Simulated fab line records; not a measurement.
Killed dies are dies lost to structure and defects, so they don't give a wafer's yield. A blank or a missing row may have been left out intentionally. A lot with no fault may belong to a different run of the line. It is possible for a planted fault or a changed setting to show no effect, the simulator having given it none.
Split-lot experiment    flow n5_finfet    21 wafers read across 7 lots, on a route 1938 steps long

## ABOUT THE SPLIT
At N5_BEOL_M10_COAT_63 (time 60 s, resist thk 100 nm), the setting spin_rpm was moved away from the recipe's 1500 rpm on 10 of the 21 wafers read, by -11.2% to +5.8%. All remaining wafers had this setting at the recipe value.

## FROM THE SPLIT TO THE READING: what the file shows between them, 5 steps
- N5_BEOL_M10_COAT_22: resist thk 90 nm (also split here: spin_rpm)
- N5_BEOL_M10_EBR_24
- N5_BEOL_M10_SOFTBAKE_23: time 60 s
- N5_BEOL_M10_DESCUM_33: chemistry O2, time 7.9 s
- N5_BEOL_M10_ETCH_65: etches SiARC in CF4, target depth 39 nm, time 65 s

## THE READING
etch.depth_nm (the simulator's own value, which no gauge read), in nm, at N5_BEOL_M10_ETCH_66 (etches SOC in N2/H2, target depth 120 nm, overetch 24 nm, time 180 s). No usual value for it is given in the file. Average 100.00 nm, standard deviation 0.18 nm, over the 11 wafers here run with the recipe.

wafer   tool, chamber at the split  spin_rpm as run, rpm  against the recipe  etch.depth_nm, nm  against lot-mates on the recipe
L077.2  litho_track-04, 0           1332                  -11.2%              106.3              +6.10
L077.5  litho_track-04, 0           1500                  recipe              100.3              -
L077.6  litho_track-04, 0           1500                  recipe              100.1              -
L076.2  litho_track-03, 0           1500                  recipe              100                -
L076.6  litho_track-03, 0           1500                  recipe              100                -
L076.3  litho_track-03, 0           1500                  recipe              99.94              -
L086.1  litho_track-04, 0           1549                  +3.3%               98.6               -1.60
L086.3  litho_track-04, 0           1500                  recipe              100.2              -
L086.5  litho_track-04, 0           1549                  +3.3%               98.53              -1.67
L084.2  litho_track-05, 0           1500                  recipe              99.77              -
L084.4  litho_track-05, 0           1500                  recipe              99.73              -
L084.6  litho_track-05, 0           1500                  recipe              99.75              -
L087.1  litho_track-03, 0           1450                  -3.3%               101                no lot-mate on the recipe
L087.2  litho_track-03, 0           1450                  -3.3%               101.6              no lot-mate on the recipe
L087.5  litho_track-03, 0           1450                  -3.3%               101.5              no lot-mate on the recipe
L096.3  litho_track-04, 0           1500                  recipe              100                -
L096.4  litho_track-04, 0           1360                  -9.3%               104.9              +4.90
L096.6  litho_track-04, 0           1360                  -9.3%               104.8              +4.80
L094.1  litho_track-05, 0           1500                  recipe              100.2              -
L094.5  litho_track-05, 0           1587                  +5.8%               97.23              -2.97
L094.6  litho_track-05, 0           1587                  +5.8%               97.06              -3.14

FIT RESULTS
A straight line over all 21 wafers: etch.depth_nm changes by -0.514 nm for each +1% of spin_rpm; r = -0.99; the points scatter about the line by 0.27 nm.
The same after taking each lot's own level away (the mean of its wafers on the recipe; 18 wafers): -0.528 nm for each +1%; r = -1.00; scatter 0.081 nm.
On that fit, the largest move of spin_rpm shifts the reading by 5.9 nm.
Across the lots, their own levels run from 99.750 to 100.200 nm, a range of 2.4 times the standard deviation given above.
Consequently the slope shifts little with the lot-to-lot level, the two slopes agreeing.
Check: with one of the wafers moved furthest among these (-11.2%) left out of the fit, the line predicts +5.83 nm for it against its lot-mates. It came out at +6.1 nm against them.

## OTHER SPLITS APPLIED TO THESE WAFERS
Other splits were also applied to these wafers ahead of the reading. Each is held against what the fit with the lots' levels taken away leaves over:
other split on the same wafers  wafers away from the commonest value  r with etch.depth_nm (lot level and that fit taken away)
N5_BEOL_M7_EXPOSE_08 dose_mj    7                                     -0.44
N5_BEOL_M9_COAT_05 spin_rpm     5                                     -0.68
N5_BEOL_M10_COAT_22 spin_rpm    5                                     -0.22

## THE WHOLE CHAIN: every reading that the file lists as answering this split, in the file's order
step                 what it does                                                          reading                                                                          change (the file's fit)                r (the file's)
N5_BEOL_M10_COAT_63  time 60 s, resist thk 100 nm                                          SOC_of_BEOL_M10_COAT_63.thk_nm (the simulator's own value, which no gauge read)  -0.53 nm for each +1% of the setting   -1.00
N5_BEOL_M10_ETCH_66  etches SOC in N2/H2, target depth 120 nm, overetch 24 nm, time 180 s  etch.depth_nm (the simulator's own value, which no gauge read)                   -0.529 nm for each +1% of the setting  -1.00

## THE FILE'S OWN FIT
etch.depth_nm changes by -0.529 nm for each +1% of spin_rpm, r = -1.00.
